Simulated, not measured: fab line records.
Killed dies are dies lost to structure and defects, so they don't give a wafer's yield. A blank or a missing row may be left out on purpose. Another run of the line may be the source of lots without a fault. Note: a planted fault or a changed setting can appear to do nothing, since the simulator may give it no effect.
fab line records ; flow nand-harc
record lots=6; wafers=18; last-day=24
route steps=1159 shown A_ZERO_WELL@406 A_SOURCE_PLATE@413 A_ONON_D1@424 END@1159
lots that met no fault: from a run of the same line without faults
start-h: hours from the record's first day to the start of the lot's first wafer shown ; wait-h: hours since the lot's step before ; " unchanged from the row above ; L1.1+2: one row covering several wafers at once ; - no value, or no start given ; * or withheld: withheld ; < > ~ a bound
route shown NAME@n: a module of which the file shows steps, and the number in the route of the first ; usual: average and standard deviation across the fault-free wafers ; same: alike in all rows ; chamber/n: place in a boat ; sites: each site's reading ; _std_site: the values' standard deviation ; _edge_site: inner sites' mean taken away from outer sites' mean ; radius-mm: for every site, how far away it sits from the centre of the wafer ; mask NAME#n: copy n ; behind: the last tool/chamber to shape the wafer ; hold: the reason the lot was held/the length of the hold in hours/how it ended ; device: the n, p or np transistor that did not switch ; end of line: the tests these same wafers got at the end of their route ; a step without rows: its recipe alone ; killed: not the wafer's yield, but the dies lost to structure and defects at the first sort ; map: the dies of a wafer, with x for killed, . for not killed, _ for no die there
set.NAME: setting as actually run; set.NAME@STEP: the setting as run at that earlier step ; model.NAME: the simulator's own value behind a step, which no gauge read
lots seen at some steps along the route; tables by step, rows by wafer
services: the hour from which a tool's chamber was out of use, counted from the record's first day as start-h (under 0 if before that day), plus the number of hours and why
## steps
# step NHARC_A_ZERO_WELL_STRIP_14
# recipe time-s=900; temp-c=130; chemistry=SPM
# step NHARC_A_ZERO_WELL_IMPLANT_15
# recipe energy-kev=150; dose-cm2=1e+13; tilt-deg=7
# step NHARC_A_ZERO_WELL_PRECLEAN_22
# recipe time-s=60; temp-c=50; bath-age-min=0; chemistry=SC1
# step NHARC_A_ZERO_WELL_SRD_23
# step NHARC_A_ZERO_WELL_RTA_16
# recipe temp-c=1000; time-s=10
# usual lamp-power-pct=34.4/1.6; wafer_temp_C_max=1005.3/1
lot.wafer;tool;chamber;start-h;wait-h;lamp-power-pct;wafer_temp_C_max
L819.1;rtp-anneal-01;0;152.82;-;32.2;1005.3
L819.2;rtp-anneal-01;0;152.82;-;32.3;1005.4
L819.6;rtp-anneal-01;0;152.82;-;32.3;1005.7
L823.2;rtp-anneal-01;0;174.13;-;32.3;1004.3
L823.5;rtp-anneal-01;0;174.13;-;32.2;1005.3
L823.6;rtp-anneal-01;0;174.13;-;32.3;1006.1
L827.1;rtp-anneal-02;0;195.16;-;35.6;1008.5
L827.2;rtp-anneal-02;0;195.16;-;35.7;1005.7
L827.3;rtp-anneal-02;0;195.16;-;35.7;1004.1
L831.2;rtp-anneal-02;0;212.20;-;35.5;1003.8
L831.4;rtp-anneal-02;0;212.20;-;35.6;1004.9
L831.6;rtp-anneal-02;0;212.20;-;35.5;1005.1
L829.2;rtp-anneal-02;0;213.29;-;35.7;1005.6
L829.4;rtp-anneal-02;0;213.29;-;35.6;1004.2
L829.6;rtp-anneal-02;0;213.29;-;35.6;1005.3
L838.1;rtp-anneal-01;0;264.02;-;32.3;1005.6
L838.2;rtp-anneal-01;0;264.02;-;32.3;1005.4
L838.4;rtp-anneal-01;0;264.02;-;32.2;1006.0
# step NHARC_A_ZERO_WELL_INSPECT_17
# usual raw-defect-count=13/6.6
lot.wafer;tool;chamber;start-h;wait-h;raw-defect-count
L819.1;defect-inspect-02;-;153.04;0.2;22
L819.2;defect-inspect-02;-;153.04;0.2;24
L819.6;defect-inspect-02;-;153.04;0.2;13
L823.2;defect-inspect-01;-;174.30;0.1;11
L823.5;defect-inspect-01;-;174.30;0.1;12
L823.6;defect-inspect-01;-;174.30;0.1;19
L827.1;defect-inspect-01;-;195.36;0.2;7
L827.2;defect-inspect-01;-;195.36;0.2;6
L827.3;defect-inspect-01;-;195.36;0.2;4
L831.2;defect-inspect-01;-;212.37;0.1;15
L831.4;defect-inspect-01;-;212.37;0.1;15
L831.6;defect-inspect-01;-;212.37;0.1;14
L829.2;defect-inspect-01;-;213.45;0.1;10
L829.4;defect-inspect-01;-;213.45;0.1;9
L829.6;defect-inspect-01;-;213.45;0.1;4
L838.1;defect-inspect-01;-;264.22;0.2;26
L838.2;defect-inspect-01;-;264.22;0.2;21
L838.4;defect-inspect-01;-;264.22;0.2;22
# step NHARC_A_SOURCE_PLATE_PRECLEAN_00
# recipe time-s=60; chemistry=HF-LAST
# step NHARC_A_SOURCE_PLATE_SRD_01
# step NHARC_A_SOURCE_PLATE_OXIDE_02
# recipe target-thk-a=100; temp-c=900; ox-time-s=1362; material=SiO2
# step NHARC_A_SOURCE_PLATE_THK_MEAS_09
# recipe thk-meas-gauge=ellipsometry
# usual thk-nm=9.8/0.96
lot.wafer;tool;chamber;start-h;wait-h;thk-nm
L819.1;film-metro-01;-;160.72;0.4;9.5
L819.2;film-metro-01;-;160.72;0.4;10.1
L819.6;film-metro-01;-;160.72;0.4;8.7
L823.2;film-metro-02;-;180.14;0.4;10.9
L823.5;film-metro-02;-;180.14;0.4;9.9
L823.6;film-metro-02;-;180.14;0.4;11.1
L827.1;film-metro-01;-;202.68;0.4;11.1
L827.2;film-metro-01;-;202.68;0.4;10.6
L827.3;film-metro-01;-;202.68;0.4;9.7
L829.2;film-metro-01;-;221.00;0.4;11.2
L829.4;film-metro-01;-;221.00;0.4;11.0
L829.6;film-metro-01;-;221.00;0.4;8.7
L831.2;film-metro-02;-;221.00;0.4;10.5
L831.4;film-metro-02;-;221.00;0.4;10.1
L831.6;film-metro-02;-;221.00;0.4;9.4
L838.1;film-metro-01;-;272.89;0.4;10.6
L838.2;film-metro-01;-;272.89;0.4;9.4
L838.4;film-metro-01;-;272.89;0.4;8.2
# step NHARC_A_SOURCE_PLATE_PVD_04
# recipe target-thk-a=500; material=WSi2
# step NHARC_A_SOURCE_PLATE_CVD_03
# recipe target-thk-a=2000; temp-c=620; pressure-mtorr=200; time-s=4000; material=poly-Si
# usual spike-tc-top-C=638.9/1.4; zone-power-centre-pct=8.1/0.36
lot.wafer;tool;chamber;start-h;wait-h;spike-tc-top-C;zone-power-centre-pct
L819.1;lpcvd-poly-03;0;163.29;-;636.3;7.9
L819.2;lpcvd-poly-03;0;163.29;-;633.6;8.1
L819.6;lpcvd-poly-03;0;163.29;-;634.5;8.1
L823.2;lpcvd-poly-04;0;182.71;-;638.4;8.5
L823.5;lpcvd-poly-04;0;182.71;-;638.0;8.4
L823.6;lpcvd-poly-04;0;182.71;-;639.6;8.5
L827.1;lpcvd-poly-04;0;205.24;-;639.0;8.4
L827.2;lpcvd-poly-04;0;205.24;-;638.9;8.4
L827.3;lpcvd-poly-04;0;205.24;-;639.3;8.4
L829.2;lpcvd-poly-04;0;223.57;-;640.3;8.4
L829.4;lpcvd-poly-04;0;223.57;-;638.9;8.4
L829.6;lpcvd-poly-04;0;223.57;-;639.7;8.4
L831.2;lpcvd-poly-04;0;223.57;-;639.2;8.6
L831.4;lpcvd-poly-04;0;223.57;-;640.3;8.4
L831.6;lpcvd-poly-04;0;223.57;-;638.4;8.3
L838.1;lpcvd-poly-02;0;275.64;-;639.5;7.6
L838.2;lpcvd-poly-02;0;275.64;-;639.5;7.6
L838.4;lpcvd-poly-02;0;275.64;-;640.2;7.7
# step NHARC_A_SOURCE_PLATE_ANNEAL_05
# recipe temp-c=850; time-s=1800
# step NHARC_A_SOURCE_PLATE_THK_MEAS_06
# recipe thk-meas-gauge=ellipsometry
# usual thk-nm=199.1/2.1
lot.wafer;tool;chamber;start-h;wait-h;thk-nm
L819.1;film-metro-01;-;173.63;0.4;200.0
L819.2;film-metro-01;-;173.63;0.4;197.9
L819.6;film-metro-01;-;173.63;0.4;198.6
L823.2;film-metro-02;-;193.82;0.4;202.7
L823.5;film-metro-02;-;193.82;0.4;200.3
L823.6;film-metro-02;-;193.82;0.4;202.9
L827.1;film-metro-02;-;215.75;0.4;199.9
L827.2;film-metro-02;-;215.75;0.4;197.9
L827.3;film-metro-02;-;215.75;0.4;197.9
L831.2;film-metro-01;-;233.78;0.4;199.9
L831.4;film-metro-01;-;233.78;0.4;200.4
L831.6;film-metro-01;-;233.78;0.4;198.3
L829.2;film-metro-02;-;233.78;0.4;195.4
L829.4;film-metro-02;-;233.78;0.4;196.0
L829.6;film-metro-02;-;233.78;0.4;195.4
L838.1;film-metro-01;-;286.18;0.4;194.5
L838.2;film-metro-01;-;286.18;0.4;198.4
L838.4;film-metro-01;-;286.18;0.4;196.8
# step NHARC_A_SOURCE_PLATE_INSPECT_08
# usual raw-defect-count=65/27
lot.wafer;tool;chamber;start-h;wait-h;raw-defect-count
L819.1;defect-inspect-02;-;173.69;0.0;70
L819.2;defect-inspect-02;-;173.69;0.0;100
L819.6;defect-inspect-02;-;173.69;0.0;98
L823.2;defect-inspect-01;-;193.88;0.0;91
L823.5;defect-inspect-01;-;193.88;0.0;54
L823.6;defect-inspect-01;-;193.88;0.0;59
L827.1;defect-inspect-01;-;215.81;0.0;48
L827.2;defect-inspect-01;-;215.81;0.0;59
L827.3;defect-inspect-01;-;215.81;0.0;47
L831.2;defect-inspect-02;-;233.84;0.0;163
L831.4;defect-inspect-02;-;233.84;0.0;109
L831.6;defect-inspect-02;-;233.84;0.0;88
L829.2;defect-inspect-01;-;233.84;0.0;112
L829.4;defect-inspect-01;-;233.84;0.0;87
L829.6;defect-inspect-01;-;233.84;0.0;60
L838.1;defect-inspect-02;-;286.27;0.0;66
L838.2;defect-inspect-02;-;286.27;0.0;72
L838.4;defect-inspect-02;-;286.27;0.0;61
# step NHARC_A_ONON_D1_DEP_00
# recipe target-thk-a=10000; n2-flow-sccm=2750; n2o-flow-sccm=2000; nh3-flow-sccm=500; sih4-flow-sccm=210; temp-c=400
# step NHARC_A_ONON_D1_THK_MEAS_02
# recipe thk-meas-gauge=ellipsometry
# usual thk-nm=996/11
lot.wafer;tool;chamber;start-h;wait-h;thk-nm
L819.1;film-metro-01;-;174.29;-;998
L819.2;film-metro-01;-;174.29;-;1000
L819.6;film-metro-01;-;174.29;-;999
L823.2;film-metro-02;-;194.45;-;984
L823.5;film-metro-02;-;194.45;-;983
L823.6;film-metro-02;-;194.45;-;982
L827.1;film-metro-02;-;216.39;-;987
L827.2;film-metro-02;-;216.39;-;987
L827.3;film-metro-02;-;216.39;-;988
L831.2;film-metro-02;-;234.42;-;995
L831.4;film-metro-02;-;234.42;-;997
L831.6;film-metro-02;-;234.42;-;995
L829.2;film-metro-02;-;234.43;-;993
L829.4;film-metro-02;-;234.43;-;995
L829.6;film-metro-02;-;234.43;-;994
L838.1;film-metro-01;-;286.85;-;983
L838.2;film-metro-01;-;286.85;-;983
L838.4;film-metro-01;-;286.85;-;984
# step NHARC_A_ONON_D1_DEP_03
# recipe target-thk-a=10000; n2-flow-sccm=2750; n2o-flow-sccm=2000; nh3-flow-sccm=500; sih4-flow-sccm=210; temp-c=400
# step NHARC_A_ONON_D1_THK_MEAS_05
# recipe thk-meas-gauge=ellipsometry
# usual thk-nm=1003/11
lot.wafer;tool;chamber;start-h;wait-h;thk-nm
L819.1;film-metro-01;-;174.86;-;984
L819.2;film-metro-01;-;174.86;-;987
L819.6;film-metro-01;-;174.86;-;985
L823.2;film-metro-02;-;195.02;-;1019
L823.5;film-metro-02;-;195.02;-;1021
L823.6;film-metro-02;-;195.02;-;1020
L827.1;film-metro-02;-;216.96;-;1017
L827.2;film-metro-02;-;216.96;-;1018
L827.3;film-metro-02;-;216.96;-;1020
L831.2;film-metro-01;-;234.98;-;997
L831.4;film-metro-01;-;234.98;-;998
L831.6;film-metro-01;-;234.98;-;996
L829.2;film-metro-01;-;235.00;-;1006
L829.4;film-metro-01;-;235.00;-;1003
L829.6;film-metro-01;-;235.00;-;1003
L838.1;film-metro-01;-;287.41;-;999
L838.2;film-metro-01;-;287.41;-;1002
L838.4;film-metro-01;-;287.41;-;1001
# step NHARC_A_ONON_D1_DEP_06
# recipe target-thk-a=10000; n2-flow-sccm=2750; n2o-flow-sccm=2000; nh3-flow-sccm=500; sih4-flow-sccm=210; temp-c=400
# step NHARC_A_ONON_D1_THK_MEAS_08
# recipe thk-meas-gauge=ellipsometry
# usual thk-nm=999/11
lot.wafer;tool;chamber;start-h;wait-h;thk-nm
L819.1;film-metro-01;-;175.45;-;1003
L819.2;film-metro-01;-;175.45;-;1002
L819.6;film-metro-01;-;175.45;-;1003
L823.2;film-metro-01;-;195.59;-;991
L823.5;film-metro-01;-;195.59;-;992
L823.6;film-metro-01;-;195.59;-;991
L827.1;film-metro-02;-;217.52;-;997
L827.2;film-metro-02;-;217.52;-;997
L827.3;film-metro-02;-;217.52;-;998
L831.2;film-metro-02;-;235.55;-;990
L831.4;film-metro-02;-;235.55;-;991
L831.6;film-metro-02;-;235.55;-;990
L829.2;film-metro-02;-;235.57;-;1007
L829.4;film-metro-02;-;235.57;-;1006
L829.6;film-metro-02;-;235.57;-;1007
L838.1;film-metro-02;-;287.97;-;994
L838.2;film-metro-02;-;287.97;-;994
L838.4;film-metro-02;-;287.97;-;993
# step NHARC_A_ONON_D1_DEP_09
# recipe target-thk-a=10000; n2-flow-sccm=2750; n2o-flow-sccm=2000; nh3-flow-sccm=500; sih4-flow-sccm=210; temp-c=400
# step NHARC_A_ONON_D1_THK_MEAS_11
# recipe thk-meas-gauge=ellipsometry
# usual thk-nm=1001/11
lot.wafer;tool;chamber;start-h;wait-h;thk-nm
L819.1;film-metro-02;-;176.32;-;1008
L819.2;film-metro-02;-;176.32;-;1007
L819.6;film-metro-02;-;176.32;-;1006
L823.2;film-metro-01;-;196.16;-;997
L823.5;film-metro-01;-;196.16;-;995
L823.6;film-metro-01;-;196.16;-;997
L827.1;film-metro-02;-;218.09;-;1002
L827.2;film-metro-02;-;218.09;-;1003
L827.3;film-metro-02;-;218.09;-;1001
L831.2;film-metro-01;-;236.11;-;998
L831.4;film-metro-01;-;236.11;-;997
L831.6;film-metro-01;-;236.11;-;997
L829.2;film-metro-02;-;236.13;-;1011
L829.4;film-metro-02;-;236.13;-;1012
L829.6;film-metro-02;-;236.13;-;1013
L838.1;film-metro-01;-;288.54;-;979
L838.2;film-metro-01;-;288.54;-;976
L838.4;film-metro-01;-;288.54;-;980
# step NHARC_A_ONON_D1_DEP_12
# recipe target-thk-a=10000; n2-flow-sccm=2750; n2o-flow-sccm=2000; nh3-flow-sccm=500; sih4-flow-sccm=210; temp-c=400
# step NHARC_A_ONON_D1_THK_MEAS_14
# recipe thk-meas-gauge=ellipsometry
# usual thk-nm=999/8
lot.wafer;tool;chamber;start-h;wait-h;thk-nm
L819.1;film-metro-01;-;176.89;-;989
L819.2;film-metro-01;-;176.89;-;988
L819.6;film-metro-01;-;176.89;-;989
L823.2;film-metro-02;-;196.73;-;995
L823.5;film-metro-02;-;196.73;-;995
L823.6;film-metro-02;-;196.73;-;994
L827.1;film-metro-02;-;218.66;-;996
L827.2;film-metro-02;-;218.66;-;996
L827.3;film-metro-02;-;218.66;-;997
L831.2;film-metro-02;-;236.68;-;1000
L831.4;film-metro-02;-;236.68;-;1000
L831.6;film-metro-02;-;236.68;-;1001
L829.2;film-metro-02;-;236.70;-;990
L829.4;film-metro-02;-;236.70;-;995
L829.6;film-metro-02;-;236.70;-;992
L838.1;film-metro-02;-;289.10;-;1017
L838.2;film-metro-02;-;289.10;-;1017
L838.4;film-metro-02;-;289.10;-;1018
# step NHARC_A_ONON_D1_ANNEAL_15
# recipe temp-c=750; time-s=3600
# step NHARC_A_ONON_D1_DEP_16
# recipe target-thk-a=10000; n2-flow-sccm=2750; n2o-flow-sccm=2000; nh3-flow-sccm=500; sih4-flow-sccm=210; temp-c=400
# step NHARC_A_ONON_D1_THK_MEAS_18
# recipe thk-meas-gauge=ellipsometry
# usual thk-nm=1002/11
lot.wafer;tool;chamber;start-h;wait-h;thk-nm
L819.1;film-metro-02;-;183.80;-;997
L819.2;film-metro-02;-;183.80;-;999
L819.6;film-metro-02;-;183.80;-;997
L823.2;film-metro-02;-;204.72;-;1014
L823.5;film-metro-02;-;204.72;-;1014
L823.6;film-metro-02;-;204.72;-;1013
L827.1;film-metro-02;-;225.76;-;998
L827.2;film-metro-02;-;225.76;-;997
L827.3;film-metro-02;-;225.76;-;994
L831.2;film-metro-01;-;243.76;-;1009
L831.4;film-metro-01;-;243.76;-;1010
L831.6;film-metro-01;-;243.76;-;1010
L829.2;film-metro-02;-;243.77;-;1004
L829.4;film-metro-02;-;243.77;-;1003
L829.6;film-metro-02;-;243.77;-;1004
L838.1;film-metro-02;-;296.22;-;993
L838.2;film-metro-02;-;296.22;-;993
L838.4;film-metro-02;-;296.22;-;994
# step NHARC_A_ONON_D1_DEP_19
# recipe target-thk-a=10000; n2-flow-sccm=2750; n2o-flow-sccm=2000; nh3-flow-sccm=500; sih4-flow-sccm=210; temp-c=400
# step NHARC_A_ONON_D1_THK_MEAS_21
# recipe thk-meas-gauge=ellipsometry
# usual thk-nm=999/10
lot.wafer;tool;chamber;start-h;wait-h;thk-nm
L819.1;film-metro-01;-;184.36;-;990
L819.2;film-metro-01;-;184.36;-;990
L819.6;film-metro-01;-;184.36;-;989
L823.2;film-metro-01;-;205.29;-;1013
L823.5;film-metro-01;-;205.29;-;1013
L823.6;film-metro-01;-;205.29;-;1015
L827.1;film-metro-01;-;226.32;-;998
L827.2;film-metro-01;-;226.32;-;998
L827.3;film-metro-01;-;226.32;-;997
L831.2;film-metro-02;-;244.33;-;1002
L831.4;film-metro-02;-;244.33;-;1000
L831.6;film-metro-02;-;244.33;-;999
L829.2;film-metro-02;-;244.47;-;1015
L829.4;film-metro-02;-;244.47;-;1016
L829.6;film-metro-02;-;244.47;-;1016
L838.1;film-metro-02;-;296.91;-;1005
L838.2;film-metro-02;-;296.91;-;1005
L838.4;film-metro-02;-;296.91;-;1003
# step NHARC_A_ONON_D1_DEP_22
# recipe target-thk-a=10000; n2-flow-sccm=2750; n2o-flow-sccm=2000; nh3-flow-sccm=500; sih4-flow-sccm=210; temp-c=400
# step NHARC_A_ONON_D1_THK_MEAS_24
# recipe thk-meas-gauge=ellipsometry
# usual thk-nm=999/12
lot.wafer;tool;chamber;start-h;wait-h;thk-nm
L819.1;film-metro-02;-;184.96;-;1010
L819.2;film-metro-02;-;184.96;-;1010
L819.6;film-metro-02;-;184.96;-;1009
L823.2;film-metro-02;-;205.88;-;984
L823.5;film-metro-02;-;205.88;-;984
L823.6;film-metro-02;-;205.88;-;983
L827.1;film-metro-01;-;226.89;-;986
L827.2;film-metro-01;-;226.89;-;988
L827.3;film-metro-01;-;226.89;-;985
L831.2;film-metro-01;-;244.89;-;982
L831.4;film-metro-01;-;244.89;-;980
L831.6;film-metro-01;-;244.89;-;981
L829.2;film-metro-01;-;245.06;-;1026
L829.4;film-metro-01;-;245.06;-;1025
L829.6;film-metro-01;-;245.06;-;1025
L838.1;film-metro-02;-;297.49;-;1005
L838.2;film-metro-02;-;297.49;-;1005
L838.4;film-metro-02;-;297.49;-;1005
# step NHARC_A_ONON_D1_DEP_25
# recipe target-thk-a=10000; n2-flow-sccm=2750; n2o-flow-sccm=2000; nh3-flow-sccm=500; sih4-flow-sccm=210; temp-c=400
# step NHARC_A_ONON_D1_THK_MEAS_27
# recipe thk-meas-gauge=ellipsometry
# usual thk-nm=996/9.1
lot.wafer;tool;chamber;start-h;wait-h;thk-nm
L819.1;film-metro-01;-;185.53;-;1010
L819.2;film-metro-01;-;185.53;-;1010
L819.6;film-metro-01;-;185.53;-;1010
L823.2;film-metro-01;-;206.45;-;1002
L823.5;film-metro-01;-;206.45;-;1000
L823.6;film-metro-01;-;206.45;-;1001
L827.1;film-metro-02;-;227.45;-;987
L827.2;film-metro-02;-;227.45;-;985
L827.3;film-metro-02;-;227.45;-;987
L831.2;film-metro-02;-;245.45;-;1003
L831.4;film-metro-02;-;245.45;-;1003
L831.6;film-metro-02;-;245.45;-;1004
L829.2;film-metro-01;-;245.62;-;989
L829.4;film-metro-01;-;245.62;-;989
L829.6;film-metro-01;-;245.62;-;990
L838.1;film-metro-02;-;298.05;-;983
L838.2;film-metro-02;-;298.05;-;985
L838.4;film-metro-02;-;298.05;-;986
# step NHARC_A_ONON_D1_DEP_28
# recipe target-thk-a=10000; n2-flow-sccm=2750; n2o-flow-sccm=2000; nh3-flow-sccm=500; sih4-flow-sccm=210; temp-c=400
# step NHARC_A_ONON_D1_THK_MEAS_30
# recipe thk-meas-gauge=ellipsometry
# usual thk-nm=996/7.5
lot.wafer;tool;chamber;start-h;wait-h;thk-nm
L819.1;film-metro-02;-;186.12;-;1008
L819.2;film-metro-02;-;186.12;-;1009
L819.6;film-metro-02;-;186.12;-;1009
L823.2;film-metro-01;-;207.01;-;990
L823.5;film-metro-01;-;207.01;-;989
L823.6;film-metro-01;-;207.01;-;988
L827.1;film-metro-02;-;228.02;-;991
L827.2;film-metro-02;-;228.02;-;990
L827.3;film-metro-02;-;228.02;-;990
L831.2;film-metro-02;-;246.02;-;1001
L831.4;film-metro-02;-;246.02;-;1000
L831.6;film-metro-02;-;246.02;-;1002
L829.2;film-metro-01;-;246.19;-;999
L829.4;film-metro-01;-;246.19;-;999
L829.6;film-metro-01;-;246.19;-;999
L838.1;film-metro-02;-;298.63;-;996
L838.2;film-metro-02;-;298.63;-;996
L838.4;film-metro-02;-;298.63;-;997
# step NHARC_A_ONON_D1_DEP_33
# recipe target-thk-a=2000; temp-c=400; pressure-torr=6.5; rf-w=900; teos-flow-sccm=161.4; flow-sccm=2650; target-thk-nm=200; gas=O2; material=SiO2
# usual heater-power-w=547/94; rf-fwd-power-W=898.3/2.7; throttle-valve-pct=15.9/0.71
lot.wafer;tool;chamber;start-h;wait-h;heater-power-w;rf-fwd-power-W;throttle-valve-pct
L819.2;pecvd-01;2;186.19;0.1;624;898.7;16.0
L819.1;pecvd-01;1;186.19;0.1;618;897.0;15.2
L819.6;pecvd-01;0;186.19;0.1;371;894.2;16.1
L823.2;pecvd-01;1;207.38;0.4;567;899.0;15.5
L823.5;pecvd-01;0;207.38;0.4;506;899.4;16.5
L823.6;pecvd-01;2;207.38;0.4;520;898.2;16.2
L827.2;pecvd-02;2;228.40;0.4;649;898.4;16.0
L827.3;pecvd-02;0;228.40;0.4;649;902.0;14.3
L827.1;pecvd-02;1;228.40;0.4;413;894.6;16.5
L831.2;pecvd-02;0;246.12;0.1;715;901.6;14.6
L831.6;pecvd-02;2;246.12;0.1;527;896.3;16.1
L831.4;pecvd-02;0;246.12;0.1;707;898.9;14.7
L829.2;pecvd-02;0;246.34;0.2;557;900.9;14.8
L829.4;pecvd-02;0;246.34;0.2;591;895.6;14.7
L829.6;pecvd-02;1;246.34;0.2;401;896.2;16.7
L838.1;pecvd-02;2;298.68;0.1;688;892.8;16.0
L838.2;pecvd-02;0;298.68;0.1;594;903.9;15.0
L838.4;pecvd-02;1;298.68;0.1;471;897.9;16.5
# step NHARC_A_ONON_D1_THK_MEAS_34
# recipe thk-meas-gauge=ellipsometry
# usual thk-nm=201.1/2.7
lot.wafer;tool;chamber;start-h;wait-h;thk-nm
L819.1;film-metro-01;-;186.60;-;199.4
L819.2;film-metro-01;-;186.60;-;200.0
L819.6;film-metro-01;-;186.60;-;204.9
L823.2;film-metro-02;-;207.75;-;203.4
L823.5;film-metro-02;-;207.75;-;204.1
L823.6;film-metro-02;-;207.75;-;203.1
L827.1;film-metro-02;-;228.82;-;197.6
L827.2;film-metro-02;-;228.82;-;197.5
L827.3;film-metro-02;-;228.82;-;197.4
L831.2;film-metro-02;-;246.48;-;199.8
L831.4;film-metro-02;-;246.48;-;206.3
L831.6;film-metro-02;-;246.48;-;205.4
L829.2;film-metro-02;-;246.76;-;202.4
L829.4;film-metro-02;-;246.76;-;203.7
L829.6;film-metro-02;-;246.76;-;199.4
L838.1;film-metro-02;-;299.10;-;198.9
L838.2;film-metro-02;-;299.10;-;198.8
L838.4;film-metro-02;-;299.10;-;207.0
# step NHARC_END_SORT_01
# recipe temp-c=25
# usual killed-at-array=28/11; killed-at-other=0.8/1.1; killed-at-periphery=3.3/2.8; killed-dies=32/11; killed-open=3.3/1.9; killed-short=1.9/1.4
# same gross-dies=677
lot.wafer;tool;chamber;start-h;wait-h;killed-at-array;killed-at-other;killed-at-periphery;killed-dies;killed-open;killed-short
L831.2;prober-02;0;506.81;2.8;65;2;8;75;6;2
L831.4;prober-02;0;508.44;3.4;64;0;7;71;5;2
L831.6;prober-02;0;510.07;4.1;50;2;5;57;3;1
L829.2;prober-02;0;514.67;2.8;58;0;2;60;3;1
L829.4;prober-02;0;516.25;3.4;59;1;2;62;3;1
L829.6;prober-02;0;517.83;3.9;59;2;2;63;6;0
# killed by level:class
L831.2 A_SOURCE_PLATE:unspecified=29 A_CHANNEL_HOLE_D1:chamber-film-flake=16 A_STAIRCASE:chamber-film-flake=7 A_CONTACT:chamber-film-flake=5 A_M0:geometric-particle:open=3 P_M1:geometric-particle:open=2 P_M1:chamber-film-flake=2 P_M2:chamber-film-flake=2
L831.4 A_SOURCE_PLATE:unspecified=27 A_CHANNEL_HOLE_D1:chamber-film-flake=21 A_STAIRCASE:chamber-film-flake=5 A_CONTACT:chamber-film-flake=5 P_M0:geometric-particle:open=2 P_ZERO_WELL:chamber-film-flake=2 P_STI:geometric-particle:open=1 P_M0:geometric-particle:short=1
L831.6 A_SOURCE_PLATE:unspecified=28 A_CHANNEL_HOLE_D1:chamber-film-flake=12 A_STAIRCASE:chamber-film-flake=5 A_CONTACT:chamber-film-flake=4 THIN_TSV:chamber-film-flake=2 P_STI:geometric-particle:short=1 P_GATE:geometric-particle:open=1 P_CONTACT:geometric-particle:open=1
L829.2 A_SOURCE_PLATE:unspecified=25 A_SLIT:chamber-film-flake=13 A_STAIRCASE:chamber-film-flake=10 A_CONTACT:geometric-particle:open=2 A_BLC:chamber-film-flake=2 A_CHANNEL_FILL_D1:geometric-particle:open=1 A_WL_FILL:geometric-particle:short=1 P_STI:chamber-film-flake=1
L829.4 A_SOURCE_PLATE:unspecified=36 A_SLIT:chamber-film-flake=9 A_CHANNEL_HOLE_D1:chamber-film-flake=4 A_STAIRCASE:chamber-film-flake=3 A_BLC:chamber-film-flake=3 P_BONDPAD:geometric-particle:open=1 A_SLIT:geometric-particle:open=1 A_WL_FILL:geometric-particle:short=1
L829.6 A_SOURCE_PLATE:unspecified=28 A_SLIT:chamber-film-flake=13 A_CHANNEL_HOLE_D1:chamber-film-flake=6 A_CONTACT:geometric-particle:open=4 A_STAIRCASE:chamber-film-flake=3 A_CHANNEL_FILL_D1:geometric-particle:open=2 A_CONTACT:chamber-film-flake=2 P_ZERO_WELL:chamber-film-flake=1
# map L829.6 (x killed, . not)
____________.____________
_________......._________
_______..........._______
______.............______
_____.x............._____
____.x...........x...____
____.................____
___x..................___
___..x................___
__...x.................__
__.....................__
_x..............x......._
_..x.........x.........._
_............x.........._
_..............xxx.xx..._
_............x..x......._
..............x.xxx......
..............xxxx.x.....
.x.............xxxxx.....
....x..........xx.x......
.............x.xx.x......
_...............xx......_
_......................._
_......................._
_....................x.._
_.......x..............._
__..xx.................__
__.xxx.................__
___.x.x...............___
___x..x........xx.....___
____xxx..............____
____......x..........____
_____..............._____
______.........x...______
_______...x......._______
_________......._________
____________x____________
# map L831.2 (x killed, . not)
____________.____________
_________......._________
_______..........._______
______.............______
_____..............._____
____.................____
____.................____
___...................___
___...................___
__.....................__
__.....................__
_......................._
_................x......_
_..x.............xx..x.._
_..x............x.....x._
_..x..........xx.xx....._
...............xxx..xx...
..........x...xxxx.x.....
...x.x........xxxx.x.....
..........x...x.x.x......
..x............xxxx....x.
_.......x....x........x._
_.............x..x......_
_......................._
_......................._
_....x...x.............._
__.x.x.x.x...x........x__
__x....xx.x............__
___..x.x..............___
___..xxxxx............___
____..x..............____
____..x..............____
_____...x....xx....._____
______x..x.........______
_______.x.......x._______
_________...x..._________
____________.____________
## services
tool;chamber;start-h;hours;kind
pecvd-01;-;132.49;0.3;repair
pecvd-02;-;153.33;13.0;pm
pecvd-02;0;153.33;13.0;vent-cycle
pecvd-02;1;153.33;13.0;vent-cycle
pecvd-02;2;153.33;13.0;vent-cycle
pecvd-02;0;166.33;-;clean
pecvd-02;1;166.33;-;clean
pecvd-02;2;166.33;-;clean
pecvd-02;-;178.66;1.9;repair
pecvd-02;1;197.67;1.8;repair
pecvd-01;-;237.50;13.0;pm
pecvd-01;0;237.50;13.0;vent-cycle
pecvd-01;1;237.50;13.0;vent-cycle
pecvd-01;2;237.50;13.0;vent-cycle
pecvd-01;0;250.50;-;clean
pecvd-01;1;250.50;-;clean
pecvd-01;2;250.50;-;clean
## key
first-sign step=NHARC_END_SORT_01; reading=killed-dies; direction=up; sigmas=2.9; usual=32; struck=65
effect step=NHARC_END_SORT_01; reading=killed-at-array; direction=up; sigmas=2.9; usual=28; struck=59
more-kills-born-at NHARC_A_SOURCE_PLATE_CVD_03@lpcvd-poly-04=173
met-at NHARC_A_SOURCE_PLATE_CVD_03
struck-wafers L829.2,L829.4,L829.6,L831.2,L831.4,L831.6
tester-left-out L829,L831
onset-between 205.24 223.57
also-fits NHARC_A_ZERO_WELL_RTA_16:rtp-anneal-02
fault kind=chamber-particle-source; tool=lpcvd-poly-04; chamber=0; onset-h=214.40; steps=NHARC_A_SOURCE_PLATE_CVD_03; rate-per-visit-cm2=0.066829; end-h=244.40
# tester-left-out: of these lots the tester's yield and bins aren't shown, on N5 and GAA mostly nor the transistor test; their killed dies are dies lost to structure and defects alone, not to doping, threshold or leakage, so they don't give the yield
